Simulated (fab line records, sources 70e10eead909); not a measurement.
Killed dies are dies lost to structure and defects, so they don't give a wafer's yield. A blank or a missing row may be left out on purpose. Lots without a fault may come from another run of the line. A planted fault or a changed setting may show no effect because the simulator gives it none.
fab line records | flow nand_harc
record lots=6 wafers=18 last_day=24
route steps=1159 shown P_M0@273 P_M1@285 END@1159
lots that met no fault: from a run of the same line without faults
start_h: hours from the record's first day to the start of the lot's first wafer shown | wait_h: hours since the lot's step before | " the same as in the row above | L1.1+2: a row that stands for several wafers | - no value, or no start given | * or withheld: withheld | < > ~ a bound
route shown NAME@n: a module of which the file shows steps, and the number in the route of the first | usual: mean/standard deviation of fault-free wafers | same: alike in all rows | chamber/n: place in a boat | sites: the reading at each site | _std_site: their standard deviation | _edge_site: outer sites' mean less inner sites' | radius_mm: how far each site lies from the wafer's centre | mask NAME#n: copy n | behind: the tool/chamber that last shaped the wafer | hold: why the lot was held/for how many hours/how that ended | device: the transistor (n, p or np) that didn't switch | end of line: the same wafers' tests at the end of the route | a step without rows: its recipe alone | killed: dies lost to structure and defects at the first sort, not the wafer's yield | map: a wafer's dies, x killed, . not, _ none there
set.NAME: the setting as run; set.NAME@STEP: as run at that earlier step | model.NAME: the simulator's own value behind a step, which no gauge read
lots at some steps of the route; a table a step, a row a wafer
services: from which hour (start_h, from the record's first day; less than 0 if before it) a tool's chamber was out of use, for how many hours, and why
## steps
# step NHARC_P_M0_PRE_CLEAN_29
# recipe time_s=30 temp_c=280 gas=H2/He
# usual heater_power_w=399/36
# columns lot.wafer tool chamber start_h wait_h heater_power_w
L572.4 pvd_sputter-01 - - - 359
L572.1 " - " " 424
L572.6 " - " " 430
L575.1 pvd_sputter-01 - - - 362
L575.4 " - " " 384
L575.6 " - " " 387
L576.2 pvd_sputter-01 - - - 354
L576.1 " - " " 425
L576.6 " - " " 422
L582.1 pvd_sputter-03 - - - 401
L582.5 " - " " 416
L582.6 " - " " 383
L591.1 pvd_sputter-02 - - - 540
L591.2 " - " " 391
L591.6 " - " " 396
L594.1 pvd_sputter-01 - - - 394
L594.4 " - " " 386
L594.3 " - " " 362
# step NHARC_P_M0_PVD_20
# recipe target_thk_a=50 bias_v=168.6 power_w=15000 chamber_pressure_pa=0.12 time_s=8.06 substrate_temp_c=50 material=TaN
# usual chamber_pressure_pa=0.12003/0.00024 throttle_valve_pct=29.5/0.89
# columns lot.wafer tool chamber start_h wait_h chamber_pressure_pa throttle_valve_pct
L572.4 pvd_sputter-01 - - - 0.12005 29.6
L572.1 " - " " 0.11981 29.4
L572.6 " - " " 0.1195 28.9
L575.1 pvd_sputter-01 - - - 0.11984 29.6
L575.4 " - " " 0.1199 28.6
L575.6 " - " " 0.12001 29.7
L576.2 pvd_sputter-01 - - - 0.1205 29.8
L576.1 " - " " 0.1201 29.9
L576.6 " - " " 0.1202 29.4
L582.1 pvd_sputter-03 - - - 0.1198 29.2
L582.6 " - " " 0.12037 30.0
L582.5 " - " " 0.11987 28.2
L591.2 pvd_sputter-02 - - - 0.11973 29.2
L591.1 " - " " 0.12037 29.6
L591.6 " - " " 0.11963 29.3
L594.1 pvd_sputter-01 - - - 0.11996 28.2
L594.4 " - " " 0.11978 29.0
L594.3 " - " " 0.11977 30.9
# step NHARC_P_M0_PVD_21
# recipe target_thk_a=300 chamber_pressure_pa=5 power_w=5000 substrate_temp_c=30 time_s=20.49 material=Cu
# usual chamber_pressure_pa=4.999/0.0097 throttle_valve_pct=29.5/0.83
# columns lot.wafer tool chamber start_h wait_h chamber_pressure_pa throttle_valve_pct
L572.4 pvd_sputter-01 - - - 4.992 29.6
L572.1 " - " " 5.016 29.7
L572.6 " - " " 4.984 29.5
L575.1 pvd_sputter-01 - - - 5.000 29.6
L575.4 " - " " 5.013 31.0
L575.6 " - " " 5.011 30.8
L576.1 pvd_sputter-01 - - - 4.997 29.8
L576.2 " - " " 4.990 31.0
L576.6 " - " " 4.993 29.5
L582.1 pvd_sputter-03 - - - 5.003 29.6
L582.5 " - " " 5.006 28.9
L582.6 " - " " 4.992 29.4
L591.2 pvd_sputter-02 - - - 4.994 28.6
L591.1 " - " " 4.980 29.1
L591.6 " - " " 4.994 29.0
L594.4 pvd_sputter-01 - - - 5.015 28.9
L594.1 " - " " 5.002 31.2
L594.3 " - " " 5.011 28.3
# step NHARC_P_M0_ECD_22
# recipe target_thk_a=4000 bath_temp_c=25 material=Cu
# step NHARC_P_M0_ANNEAL_30
# recipe temp_c=225 time_s=90
# step NHARC_P_M0_CMP_23
# recipe t_overpolish_s=20 target_thk_nm=117.53
# usual motor_current_A=12.4/1.3 time_to_endpoint_s=29.1/2.5
# columns lot.wafer tool chamber start_h wait_h motor_current_A time_to_endpoint_s
L572.4 cmp-04 1 132.13 - 11.7 29.0
L572.1 " 3 " " 12.2 29.8
L572.6 " 2 " " 10.7 27.1
L575.4 cmp-03 2 145.02 - 13.3 31.3
L575.1 " 3 " " 11.9 29.1
L575.6 " 1 " " 12.1 27.3
L576.2 cmp-04 2 147.65 - 10.5 28.3
L576.1 " 3 " " 12.3 31.4
L576.6 " 3 " " 11.9 30.8
L582.1 cmp-01 1 183.82 - 12.4 28.2
L582.5 " 3 " " 14.7 27.2
L582.6 " 0 " " 10.9 28.9
L591.1 cmp-03 3 233.04 - 12.6 29.6
L591.2 " 1 " " 11.6 30.9
L591.6 " 0 " " 14.6 26.6
L594.3 cmp-03 0 266.39 - 14.5 25.8
L594.1 " 1 " " 11.5 28.6
L594.4 " 2 " " 14.2 31.4
# step NHARC_P_M0_THK_MEAS_24
# recipe thk_meas_gauge=xrf
# usual thk_nm=117.7/1.5
# columns lot.wafer tool chamber start_h wait_h thk_nm
L572.1 film_metro-01 - 132.45 - 118.9
L572.4 " - " " 118.7
L572.6 " - " " 117.3
L575.1 film_metro-02 - 145.28 - 120.2
L575.4 " - " " 118.4
L575.6 " - " " 118.8
L576.1 film_metro-01 - 147.97 - 118.3
L576.2 " - " " 118.4
L576.6 " - " " 119.1
L582.1 film_metro-01 - 184.08 - 120.1
L582.5 " - " " 117.9
L582.6 " - " " 115.1
L591.1 film_metro-02 - 233.36 - 118.2
L591.2 " - " " 116.6
L591.6 " - " " 116.0
L594.1 film_metro-02 - 266.68 - 116.2
L594.3 " - " " 119.5
L594.4 " - " " 120.0
# step NHARC_P_M0_SRD_25
# step NHARC_P_M0_INSPECT_27
# usual raw_defect_count=317/130
# columns lot.wafer tool chamber start_h wait_h raw_defect_count
L572.1 defect_inspect-02 - 132.60 0.0 235
L572.4 " - " " 301
L572.6 " - " " 372
L575.1 defect_inspect-01 - 145.43 0.0 252
L575.4 " - " " 453
L575.6 " - " " 289
L576.1 defect_inspect-01 - 148.14 0.0 402
L576.2 " - " " 333
L576.6 " - " " 252
L582.1 defect_inspect-01 - 184.24 0.0 245
L582.5 " - " " 124
L582.6 " - " " 208
L591.1 defect_inspect-01 - 233.52 0.0 162
L591.2 " - " " 190
L591.6 " - " " 285
L594.1 defect_inspect-01 - 266.84 0.0 436
L594.3 " - " " 341
L594.4 " - " " 326
# step NHARC_P_M0_PRE_CLEAN_31
# recipe time_s=12 temp_c=370 rf_power_w=300 gas=NH3
# usual heater_power_w=657/90
# columns lot.wafer tool chamber start_h wait_h heater_power_w
L572.1 pecvd-01 0 132.70 0.1 680
L572.6 " 2 " " 711
L572.4 " 0 " " 682
L575.1 pecvd-01 0 145.53 0.1 710
L575.6 " 1 " " 701
L575.4 " 2 " " 681
L576.1 pecvd-04 2 148.20 0.1 729
L576.2 " 1 " " 612
L576.6 " 2 " " 718
L582.1 pecvd-01 2 184.32 0.1 676
L582.5 " 2 " " 674
L582.6 " 0 " " 660
L591.1 pecvd-01 2 233.59 0.1 763
L591.2 " 0 " " 643
L591.6 " 2 " " 751
L594.1 pecvd-02 0 266.91 0.1 615
L594.3 " 1 " " 638
L594.4 " 1 " " 642
# step NHARC_P_M0_DEP_32
# recipe target_thk_a=300 temp_c=370 target_thk_nm=30 pressure_torr=3 flow_sccm=200 rf_w=450 material=SiCN
# step NHARC_P_M1_DEP_00
# recipe target_thk_a=1825 target_thk_nm=182.5 temp_c=withheld pressure_torr=5 flow_sccm=200 rf_w=600 material=SiOC
# columns lot.wafer tool chamber start_h wait_h
L572.1+6+4 pecvd-04 0,0,1 133.21 -
L575.1+6+4 pecvd-04 1,0,2 146.04 -
L576.1+2+6 pecvd-02 0,1,1 148.74 -
L576.1+2+6 pecvd-02 0,1,1 149.33 -
L582.1+5+6 pecvd-01 0,1,2 184.78 -
L582.1+5+6 pecvd-01 0,1,2 185.35 -
L591.1+2+6 pecvd-02 1,2,1 234.18 -
L594.1+3+4 pecvd-02 2,0,0 267.42 -
# step NHARC_P_M1_DEHYDRATE_01
# recipe temp_c=150 time_s=120
# step NHARC_END_SORT_01
# recipe temp_c=25
# usual defect_limited_yield=96.2/1.3 killed_at_array=21/8.9 killed_at_other=0.8/1.3 killed_at_periphery=3.6/2.4 killed_dies=26/8.9 killed_open=3.1/1.8 killed_short=1.9/1.3 sort_bin_2_pct=1.2/0.54 sort_bin_3_pct=0.21/0.17 sort_bin_4_pct=2.4/0.91 sort_n_pass=651/8.9 sort_rim_yield_pct=95.0/2.8 sort_yield_pct=96.2/1.3
# same gross_dies=677 sort_bin_5_pct[%]=0 sort_bin_6_pct[%]=0 sort_bin_7_pct[%]=0 sort_bin_8_pct[%]=0 sort_rim_n_gross=106.00
# columns lot.wafer tool chamber start_h wait_h defect_limited_yield[%] killed_at_array killed_at_other killed_at_periphery killed_dies killed_open killed_short sort_bin_2_pct[%] sort_bin_3_pct[%] sort_bin_4_pct[%] sort_n_pass sort_rim_yield_pct[%] sort_yield_pct[%]
L572.1 prober-01 0 446.10 2.5 95.7 28 0 1 29 2 1 0.6 0.44 3.2 648 98.1 95.7
L572.4 prober-01 0 448.56 3.5 97.3 17 0 1 18 1 0 1.2 0.15 1.3 659 94.3 97.3
L572.6 prober-01 0 450.20 4.1 95.6 29 0 1 30 2 2 1.5 0.30 2.7 647 96.2 95.6
L575.1 prober-01 0 463.58 2.5 98.4 7 1 3 11 1 2 0.7 0 0.9 666 96.2 98.4
L575.4 prober-01 0 466.01 3.4 97.0 14 2 4 20 8 0 1.0 0 1.9 657 98.1 97.0
L575.6 prober-01 0 467.63 4.1 96.8 14 0 8 22 3 4 0.4 0.30 2.5 655 93.4 96.8
L576.1 prober-02 0 463.58 2.5 0 33 2 642 677 3 3 95.7 0.15 4.1 0 0 0
L576.2 prober-02 0 464.38 2.8 0 33 0 644 677 3 0 96.3 0 3.7 0 0 0
L576.6 prober-02 0 467.56 4.0 0 35 0 642 677 0 2 96.6 0.30 3.1 0 0 0
L582.1 prober-02 0 493.81 2.5 0 15 0 662 677 6 3 98.1 0.15 1.8 0 0 0
L582.5 prober-02 0 496.96 3.7 0 7 0 670 677 2 1 98.7 0.15 1.2 0 0 0
L582.6 prober-02 0 497.75 3.9 0 11 0 666 677 2 2 98.4 0 1.6 0 0 0
L591.1 prober-01 0 543.34 2.5 95.9 28 0 0 28 2 2 1.3 0.44 2.4 649 95.3 95.9
L594.1 prober-01 0 572.06 2.6 95.7 24 0 5 29 2 1 1.5 0.15 2.7 648 93.4 95.7
L594.3 prober-01 0 573.67 3.1 96.5 23 0 1 24 2 1 0.7 0.15 2.7 653 93.4 96.5
L594.4 prober-01 0 574.47 3.4 95.6 22 0 8 30 4 2 0.4 0.44 3.5 647 86.8 95.6
# killed by level:class
L572.1 A_CHANNEL_HOLE_D1:chamber_film_flake=17 A_CONTACT:chamber_film_flake=5 A_STAIRCASE:chamber_film_flake=2 A_CHANNEL_FILL_D1:geometric_particle:open=1 A_CHANNEL_FILL_D1:geometric_particle:short=1 A_M0:geometric_particle:open=1 P_ZERO_WELL:chamber_film_flake=1 A_SLIT:chamber_film_flake=1
L572.4 A_CHANNEL_HOLE_D1:chamber_film_flake=12 A_STAIRCASE:chamber_film_flake=2 A_CONTACT:chamber_film_flake=2 P_STI:geometric_particle:open=1 A_M0:chamber_film_flake=1
L572.6 A_CHANNEL_HOLE_D1:chamber_film_flake=14 A_CONTACT:chamber_film_flake=4 A_CHANNEL_FILL_D1:chamber_film_flake=3 A_STAIRCASE:chamber_film_flake=3 P_CONTACT:geometric_particle:open=1 A_SOURCE_PLATE:geometric_particle:short=1 A_CHANNEL_FILL_D1:geometric_particle:short=1 A_CONTACT:geometric_particle:open=1
L575.1 P_M1:chamber_film_flake=3 A_WL_FILL:geometric_particle:short=2 A_CHANNEL_HOLE_D1:chamber_film_flake=2 A_CHANNEL_FILL_D1:geometric_particle:open=1 A_STAIRCASE:chamber_film_flake=1 A_CONTACT:chamber_film_flake=1 THIN_TSV:chamber_film_flake=1
L576.1 P_M1:area_dep=639 A_CHANNEL_HOLE_D1:chamber_film_flake=12 A_SLIT:chamber_film_flake=11 A_CONTACT:chamber_film_flake=4 P_CONTACT:chamber_film_flake=2 A_STAIRCASE:chamber_film_flake=2 P_CONTACT:geometric_particle:open=1 A_CHANNEL_HOLE_D1:geometric_particle:short=1
L576.2 P_M1:area_dep=640 A_CHANNEL_HOLE_D1:chamber_film_flake=13 A_CONTACT:chamber_film_flake=10 A_SLIT:chamber_film_flake=6 A_STAIRCASE:chamber_film_flake=3 P_CONTACT:chamber_film_flake=2 P_CONTACT:geometric_particle:open=1 P_M0:geometric_particle:open=1
L575.4 A_STAIRCASE:chamber_film_flake=4 A_CONTACT:geometric_particle:open=3 A_ZERO_WELL:chamber_film_flake=2 THIN_TSV:chamber_film_flake=2 P_GATE:geometric_particle:open=1 P_M2:geometric_particle:open=1 A_CHANNEL_HOLE_D1:geometric_particle:open=1 A_WL_FILL:geometric_particle:open=1
L576.6 P_M1:area_dep=641 A_CHANNEL_HOLE_D1:chamber_film_flake=17 A_STAIRCASE:chamber_film_flake=6 A_SLIT:chamber_film_flake=6 A_CONTACT:chamber_film_flake=4 P_GATE:geometric_particle:short=1 A_CHANNEL_FILL_D1:geometric_particle:short=1 A_CHANNEL_FILL_D1:chamber_film_flake=1
L575.6 P_M1:chamber_film_flake=8 A_CONTACT:chamber_film_flake=3 A_ONON_D1:geometric_particle:short=2 A_WL_FILL:geometric_particle:short=2 A_CHANNEL_HOLE_D1:chamber_film_flake=2 A_CHANNEL_FILL_D1:geometric_particle:open=1 A_WL_FILL:geometric_particle:open=1 A_CONTACT:geometric_particle:open=1
L582.1 P_M1:area_dep=657 A_CONTACT:chamber_film_flake=5 A_M0:geometric_particle:open=2 A_CHANNEL_HOLE_D1:chamber_film_flake=2 P_M0:geometric_particle:open=1 P_M1:geometric_particle:short=1 P_M1:geometric_particle:open=1 A_ONON_D1:geometric_particle:open=1
L582.5 P_M1:area_dep=663 P_M1:chamber_film_flake=3 A_CONTACT:chamber_film_flake=3 P_M1:geometric_particle:open=2 P_ZERO_WELL:chamber_film_flake=2 A_CHANNEL_HOLE_D1:chamber_film_flake=2 A_CHANNEL_HOLE_D1:geometric_particle:short=1 A_STAIRCASE:chamber_film_flake=1
L582.6 P_M1:area_dep=659 P_M1:chamber_film_flake=3 P_ZERO_WELL:chamber_film_flake=2 A_CHANNEL_HOLE_D1:chamber_film_flake=2 A_WL_FILL:chamber_film_flake=2 A_CONTACT:chamber_film_flake=2 P_M2:geometric_particle:open=1 A_CHANNEL_HOLE_D1:geometric_particle:short=1
L591.1 A_CHANNEL_HOLE_D1:chamber_film_flake=20 A_STAIRCASE:chamber_film_flake=3 A_CONTACT:geometric_particle:open=2 A_CHANNEL_HOLE_D1:geometric_particle:short=1 A_WL_FILL:geometric_particle:short=1 A_CONTACT:chamber_film_flake=1
L594.1 A_CHANNEL_HOLE_D1:chamber_film_flake=15 A_CONTACT:chamber_film_flake=3 P_STI:chamber_film_flake=2 P_CONTACT:geometric_particle:open=1 A_ONON_D1:geometric_particle:short=1 A_CONTACT:geometric_particle:open=1 P_ZERO_WELL:chamber_film_flake=1 P_GATE:chamber_film_flake=1
L594.3 A_CHANNEL_HOLE_D1:chamber_film_flake=7 A_CONTACT:chamber_film_flake=7 A_STAIRCASE:chamber_film_flake=6 A_SOURCE_PLATE:geometric_particle:open=1 A_SGD_CUT:geometric_particle:short=1 A_BLC:geometric_particle:open=1 P_STI:chamber_film_flake=1
L594.4 P_STI:chamber_film_flake=8 A_CHANNEL_HOLE_D1:chamber_film_flake=8 A_STAIRCASE:chamber_film_flake=4 A_CONTACT:geometric_particle:short=2 A_M1:geometric_particle:open=2 A_CONTACT:chamber_film_flake=2 A_CHANNEL_FILL_D1:geometric_particle:open=1 A_CONTACT:geometric_particle:open=1
# map L576.1 (x killed, . not)
____________x____________
_________xxxxxxx_________
_______xxxxxxxxxxx_______
______xxxxxxxxxxxxx______
_____xxxxxxxxxxxxxxx_____
____xxxxxxxxxxxxxxxxx____
____xxxxxxxxxxxxxxxxx____
___xxxxxxxxxxxxxxxxxxx___
___xxxxxxxxxxxxxxxxxxx___
__xxxxxxxxxxxxxxxxxxxxx__
__xxxxxxxxxxxxxxxxxxxxx__
_xxxxxxxxxxxxxxxxxxxxxxx_
_xxxxxxxxxxxxxxxxxxxxxxx_
_xxxxxxxxxxxxxxxxxxxxxxx_
_xxxxxxxxxxxxxxxxxxxxxxx_
_xxxxxxxxxxxxxxxxxxxxxxx_
xxxxxxxxxxxxxxxxxxxxxxxxx
xxxxxxxxxxxxxxxxxxxxxxxxx
xxxxxxxxxxxxxxxxxxxxxxxxx
xxxxxxxxxxxxxxxxxxxxxxxxx
xxxxxxxxxxxxxxxxxxxxxxxxx
_xxxxxxxxxxxxxxxxxxxxxxx_
_xxxxxxxxxxxxxxxxxxxxxxx_
_xxxxxxxxxxxxxxxxxxxxxxx_
_xxxxxxxxxxxxxxxxxxxxxxx_
_xxxxxxxxxxxxxxxxxxxxxxx_
__xxxxxxxxxxxxxxxxxxxxx__
__xxxxxxxxxxxxxxxxxxxxx__
___xxxxxxxxxxxxxxxxxxx___
___xxxxxxxxxxxxxxxxxxx___
____xxxxxxxxxxxxxxxxx____
____xxxxxxxxxxxxxxxxx____
_____xxxxxxxxxxxxxxx_____
______xxxxxxxxxxxxx______
_______xxxxxxxxxxx_______
_________xxxxxxx_________
____________x____________
# map L582.1 (x killed, . not)
____________x____________
_________xxxxxxx_________
_______xxxxxxxxxxx_______
______xxxxxxxxxxxxx______
_____xxxxxxxxxxxxxxx_____
____xxxxxxxxxxxxxxxxx____
____xxxxxxxxxxxxxxxxx____
___xxxxxxxxxxxxxxxxxxx___
___xxxxxxxxxxxxxxxxxxx___
__xxxxxxxxxxxxxxxxxxxxx__
__xxxxxxxxxxxxxxxxxxxxx__
_xxxxxxxxxxxxxxxxxxxxxxx_
_xxxxxxxxxxxxxxxxxxxxxxx_
_xxxxxxxxxxxxxxxxxxxxxxx_
_xxxxxxxxxxxxxxxxxxxxxxx_
_xxxxxxxxxxxxxxxxxxxxxxx_
xxxxxxxxxxxxxxxxxxxxxxxxx
xxxxxxxxxxxxxxxxxxxxxxxxx
xxxxxxxxxxxxxxxxxxxxxxxxx
xxxxxxxxxxxxxxxxxxxxxxxxx
xxxxxxxxxxxxxxxxxxxxxxxxx
_xxxxxxxxxxxxxxxxxxxxxxx_
_xxxxxxxxxxxxxxxxxxxxxxx_
_xxxxxxxxxxxxxxxxxxxxxxx_
_xxxxxxxxxxxxxxxxxxxxxxx_
_xxxxxxxxxxxxxxxxxxxxxxx_
__xxxxxxxxxxxxxxxxxxxxx__
__xxxxxxxxxxxxxxxxxxxxx__
___xxxxxxxxxxxxxxxxxxx___
___xxxxxxxxxxxxxxxxxxx___
____xxxxxxxxxxxxxxxxx____
____xxxxxxxxxxxxxxxxx____
_____xxxxxxxxxxxxxxx_____
______xxxxxxxxxxxxx______
_______xxxxxxxxxxx_______
_________xxxxxxx_________
____________x____________
## services
# columns tool chamber start_h hours kind
cmp-01 - 111.17 0.4 repair
cmp-01 - 133.87 1.8 repair
pvd_sputter-03 - 149.01 1.8 repair
pecvd-02 - 153.00 13.0 pm
cmp-03 - 156.00 4.0 pm
pvd_sputter-01 - 158.36 10.0 pm
cmp-01 - 179.50 4.0 pm
pecvd-04 - 196.68 13.0 pm
pvd_sputter-03 - 200.98 2.4 repair
cmp-04 - 203.00 4.0 pm
pvd_sputter-02 - 214.02 10.0 pm
cmp-04 - 214.40 0.7 repair
pecvd-01 1 216.04 15.7 repair
cmp-03 - 221.04 2.5 repair
cmp-04 - 228.49 3.0 repair
pecvd-01 - 237.10 13.0 pm
pecvd-01 0 237.10 13.0 vent_cycle
pecvd-01 1 237.10 13.0 vent_cycle
pecvd-01 2 237.10 13.0 vent_cycle
pvd_sputter-01 - 242.87 4.6 repair
cmp-04 - 253.29 0.8 repair
cmp-03 - 254.00 4.0 pm
cmp-01 - 261.61 3.4 repair
pecvd-04 2 261.64 7.5 repair
## key
first_sign step=NHARC_P_M1_DEP_00 reading=visit direction=added
effect step=NHARC_END_SORT_01 reading=killed_at_periphery direction=up sigmas=99+ usual=3.6 struck=654.3
more_kills_born_at NHARC_P_M1_DEP_00@pecvd-01=1979 NHARC_P_M1_DEP_00@pecvd-02=1920
met_at NHARC_P_M1_DEP_00
struck_wafers L576.1,L576.2,L576.6,L582.1,L582.5,L582.6
later_rows_left_out L576.1,L576.2,L576.6,L582.1,L582.5,L582.6
fault kind=repeated_step_whole tool=pecvd-01,pecvd-02,pecvd-04 chamber=- onset_h=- steps=NHARC_P_M1_DEP_00 times=1 scope=struck_lots_only
# later_rows_left_out: the simulator's readings of these wafers behind a module that went badly wrong aren't trusted and aren't shown, but for the sort
